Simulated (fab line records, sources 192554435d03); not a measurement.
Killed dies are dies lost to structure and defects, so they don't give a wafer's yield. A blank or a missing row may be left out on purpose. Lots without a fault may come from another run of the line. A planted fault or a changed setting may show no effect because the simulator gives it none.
Which tool did it? | flow n5_finfet | 10 lots, 29 wafers sampled, at 3 steps of a route of 1938

WHAT THE GAUGES READ, wafer by wafer
N5_BEOL_M9_OCD_MEAS_38.
lot  | measured     | on     | trench_depth_nm (nm)
L834 | day 10 02:47 | ocd-02 | 150.8 149.7 148.5
L838 | day 10 12:22 | ocd-02 | 150.4 148.6 151.0
L841 | day 11 01:25 | ocd-02 | 151.6 155.4 154.6
L846 | day 13 05:32 | ocd-02 | 153.6 153.5 153.9
L850 | day 13 21:17 | ocd-02 | 0.3 0 0
L853 | day 14 06:41 | ocd-02 | 0 0.4 0
L852 | day 14 13:13 | ocd-01 | 0.5 0.4 0
L856 | day 15 01:10 | ocd-01 | 147.9 150.7
L855 | day 14 22:13 | ocd-02 | 151.8 152.8 151.8
L857 | day 15 08:37 | ocd-02 | 150.5 153.0 151.1

WHICH TOOL RAN EACH LOT (tool, then ch and the chambers of the sampled wafers, then the start)
lot  | N5_BEOL_M9_HM_OPEN_17             | N5_BEOL_M9_TRENCH_ETCH_37
L834 | rie_metal-03 ch 0,1, day 9 23:48  | rie_diel-06 ch 1,2,3, day 10 02:37
L838 | rie_metal-02 ch 0, day 10 11:13   | rie_diel-04 ch 0,1,2, day 10 12:12
L841 | rie_metal-01 ch 0, day 10 23:35   | rie_diel-02 ch 0,1, day 11 01:14
L846 | rie_metal-01 ch 0,1, day 13 01:22 | rie_diel-02 ch 0,1,3, day 13 05:22
L850 | rie_metal-01 ch 0,1, day 13 17:18 | rie_diel-02 ch 0,1, day 13 21:07
L853 | rie_metal-02 ch 0,1, day 14 05:22 | rie_diel-04 ch 0,3, day 14 06:31
L852 | rie_metal-03 ch 0,1, day 14 11:56 | rie_diel-02 ch 2,3, day 14 13:03
L856 | rie_metal-01 ch 0, day 14 23:56   | rie_diel-02 ch 2,3, day 15 00:59
L855 | rie_metal-03 ch 0,1, day 14 20:17 | rie_diel-04 ch 0,2, day 14 22:03
L857 | rie_metal-03 ch 0,1, day 15 04:49 | rie_diel-02 ch 1,3, day 15 08:26
- N5_BEOL_M9_HM_OPEN_17: chemistry Cl2/BCl3, target TiN, target depth 20 nm, overetch 6 nm.
- N5_BEOL_M9_TRENCH_ETCH_37: etches SiCOH lowk in C4F6/O2, target depth 151.43 nm, time 49 s.

THE ANSWER, worked out from the rows above alone
Rule: what is usual is taken from the lots themselves. Put in order of their means at a reading, lots are off if they are a third of the lots or fewer, leave a main group of 4 or more, and stand apart from it by a gap of 3 or more times the standard deviation of the main group's means; of several such gaps the widest counts. A main group whose means are all the same, to the digits that the tables above print for the reading, isn't used. A lot without any number at a reading at which 4 lots or more have one is off too. The other lots that the step has rows for count as sound.
Off: L850, L853, L852, at N5_BEOL_M9_OCD_MEAS_38 (trench_depth_nm). The main group: mean 151.5 nm, standard deviation 1.7.
A tool fits if, at a process step before that reading, it ran every lot that is off, and no sound lot after the first of them. The gauges at N5_BEOL_M9_OCD_MEAS_38 are tried like those tools. None of those tried fits.

WHAT THE SIMULATOR HAD PUT IN
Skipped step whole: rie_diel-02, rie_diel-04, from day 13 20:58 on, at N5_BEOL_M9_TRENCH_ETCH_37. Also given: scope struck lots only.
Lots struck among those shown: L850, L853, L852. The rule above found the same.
